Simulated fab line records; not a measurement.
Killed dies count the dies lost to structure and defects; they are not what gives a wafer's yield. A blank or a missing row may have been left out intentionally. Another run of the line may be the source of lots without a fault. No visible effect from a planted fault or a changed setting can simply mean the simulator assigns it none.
Chamber matching || flow n5-finfet || 3 sister chambers for N5_BEOL_M0_SAQP_PECVD_04 on pecvd-04
The step deposits a-Si from SiH4/He, target thk 60 nm, time 60.2 s. 20 wafers are shown with their chamber, then 10 later ones without.

## WAFERS WITH THEIR CHAMBER
{"wafer": "L074.1", "chamber": 0, "throttle-valve-pct (%)": 16.6, "showerhead-plenum-p-Torr (Torr)": 5.64, "heater-power-w (W)": 570}
{"wafer": "L074.2", "chamber": 1, "throttle-valve-pct (%)": 19.5, "showerhead-plenum-p-Torr (Torr)": 5.72, "heater-power-w (W)": 591}
{"wafer": "L074.3", "chamber": 2, "throttle-valve-pct (%)": 17.5, "showerhead-plenum-p-Torr (Torr)": 5.67, "heater-power-w (W)": 534}
{"wafer": "L074.4", "chamber": 2, "throttle-valve-pct (%)": 17.3, "showerhead-plenum-p-Torr (Torr)": 5.69, "heater-power-w (W)": 541}
{"wafer": "L074.5", "chamber": 1, "throttle-valve-pct (%)": 19.2, "showerhead-plenum-p-Torr (Torr)": 5.71, "heater-power-w (W)": 573}
{"wafer": "L074.6", "chamber": 0, "throttle-valve-pct (%)": 16.7, "showerhead-plenum-p-Torr (Torr)": 5.66, "heater-power-w (W)": 587}
{"wafer": "L076.2", "chamber": 0, "throttle-valve-pct (%)": 17.0, "showerhead-plenum-p-Torr (Torr)": 5.64, "heater-power-w (W)": 614}
{"wafer": "L076.3", "chamber": 2, "throttle-valve-pct (%)": 17.4, "showerhead-plenum-p-Torr (Torr)": 5.67, "heater-power-w (W)": 569}
{"wafer": "L076.5", "chamber": 2, "throttle-valve-pct (%)": 17.3, "showerhead-plenum-p-Torr (Torr)": 5.68, "heater-power-w (W)": 562}
{"wafer": "L077.3", "chamber": 0, "throttle-valve-pct (%)": 17.1, "showerhead-plenum-p-Torr (Torr)": 5.66, "heater-power-w (W)": 637}
{"wafer": "L077.5", "chamber": 0, "throttle-valve-pct (%)": 16.7, "showerhead-plenum-p-Torr (Torr)": 5.65, "heater-power-w (W)": 660}
{"wafer": "L077.6", "chamber": 1, "throttle-valve-pct (%)": 18.8, "showerhead-plenum-p-Torr (Torr)": 5.72, "heater-power-w (W)": 559}
{"wafer": "L078.2", "chamber": 0, "throttle-valve-pct (%)": 16.7, "showerhead-plenum-p-Torr (Torr)": 5.66, "heater-power-w (W)": 699}
{"wafer": "L078.4", "chamber": 0, "throttle-valve-pct (%)": 16.8, "showerhead-plenum-p-Torr (Torr)": 5.65, "heater-power-w (W)": 691}
{"wafer": "L078.6", "chamber": 2, "throttle-valve-pct (%)": 17.6, "showerhead-plenum-p-Torr (Torr)": 5.67, "heater-power-w (W)": 567}
{"wafer": "L083.3", "chamber": 0, "throttle-valve-pct (%)": 16.9, "showerhead-plenum-p-Torr (Torr)": 5.65, "heater-power-w (W)": 687}
{"wafer": "L083.4", "chamber": 1, "throttle-valve-pct (%)": 19.2, "showerhead-plenum-p-Torr (Torr)": 5.71, "heater-power-w (W)": 541}
{"wafer": "L083.5", "chamber": 2, "throttle-valve-pct (%)": 17.4, "showerhead-plenum-p-Torr (Torr)": 5.67, "heater-power-w (W)": 614}
{"wafer": "L084.1", "chamber": 0, "throttle-valve-pct (%)": 17.0, "showerhead-plenum-p-Torr (Torr)": 5.66, "heater-power-w (W)": 568}
{"wafer": "L084.2", "chamber": 1, "throttle-valve-pct (%)": 18.8, "showerhead-plenum-p-Torr (Torr)": 5.72, "heater-power-w (W)": 591}

SIGNATURES, as means of the wafers listed above
{"reading": "throttle-valve-pct", "chamber 0": 16.833, "chamber 1": 19.100, "chamber 2": 17.417, "scatter within a chamber": 0.198}
{"reading": "showerhead-plenum-p-Torr", "chamber 0": 5.6522, "chamber 1": 5.7160, "chamber 2": 5.6750, "scatter within a chamber": 0.00777}
{"reading": "heater-power-w", "chamber 0": 634.78, "chamber 1": 571.00, "chamber 2": 564.50, "scatter within a chamber": 40.5}
Rule: a wafer's distance from a chamber is the root of the sum, over the readings, of the square of ((its reading less the chamber's mean) divided by the reading's scatter). The wafer belongs to the nearest chamber; if the next one is less than 2 further off, it can't be placed. The scatter: the root of (the sum of the squares of (reading less its chamber's mean) over the shown wafers, divided by (wafers less chambers)).

## WAFERS WITHOUT THEIR CHAMBER
{"wafer": "L084.4", "throttle-valve-pct (%)": 17.0, "showerhead-plenum-p-Torr (Torr)": 5.65, "heater-power-w (W)": 593}
{"wafer": "L088.2", "throttle-valve-pct (%)": 19.1, "showerhead-plenum-p-Torr (Torr)": 5.70, "heater-power-w (W)": 536}
{"wafer": "L088.5", "throttle-valve-pct (%)": 17.1, "showerhead-plenum-p-Torr (Torr)": 5.65, "heater-power-w (W)": 604}
{"wafer": "L088.6", "throttle-valve-pct (%)": 19.1, "showerhead-plenum-p-Torr (Torr)": 5.72, "heater-power-w (W)": 555}
{"wafer": "L095.1", "throttle-valve-pct (%)": 16.7, "showerhead-plenum-p-Torr (Torr)": 5.67, "heater-power-w (W)": 520}
{"wafer": "L095.2", "throttle-valve-pct (%)": 19.0, "showerhead-plenum-p-Torr (Torr)": 5.72, "heater-power-w (W)": 602}
{"wafer": "L095.4", "throttle-valve-pct (%)": 17.0, "showerhead-plenum-p-Torr (Torr)": 5.65, "heater-power-w (W)": 588}
{"wafer": "L097.1", "throttle-valve-pct (%)": 19.2, "showerhead-plenum-p-Torr (Torr)": 5.71, "heater-power-w (W)": 560}
{"wafer": "L097.3", "throttle-valve-pct (%)": 16.6, "showerhead-plenum-p-Torr (Torr)": 5.67, "heater-power-w (W)": 513}
{"wafer": "L097.5", "throttle-valve-pct (%)": 19.2, "showerhead-plenum-p-Torr (Torr)": 5.71, "heater-power-w (W)": 559}

## THE CHAMBER EACH PASSED THROUGH
{"wafer": "L084.4", "from the rows above": 0, "in truth": 0}
{"wafer": "L088.2", "from the rows above": 1, "in truth": 1}
{"wafer": "L088.5", "from the rows above": 0, "in truth": 0}
{"wafer": "L088.6", "from the rows above": 1, "in truth": 1}
{"wafer": "L095.1", "from the rows above": "can't be placed: 0 or 2", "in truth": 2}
{"wafer": "L095.2", "from the rows above": 1, "in truth": 1}
{"wafer": "L095.4", "from the rows above": 0, "in truth": 0}
{"wafer": "L097.1", "from the rows above": 1, "in truth": 1}
{"wafer": "L097.3", "from the rows above": "can't be placed: 0 or 2", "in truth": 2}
{"wafer": "L097.5", "from the rows above": 1, "in truth": 1}
8 of 10 placed correctly. Unplaceable from these rows: 2, with the true chamber sitting among the candidates in 2. Wrongly placed: 0.
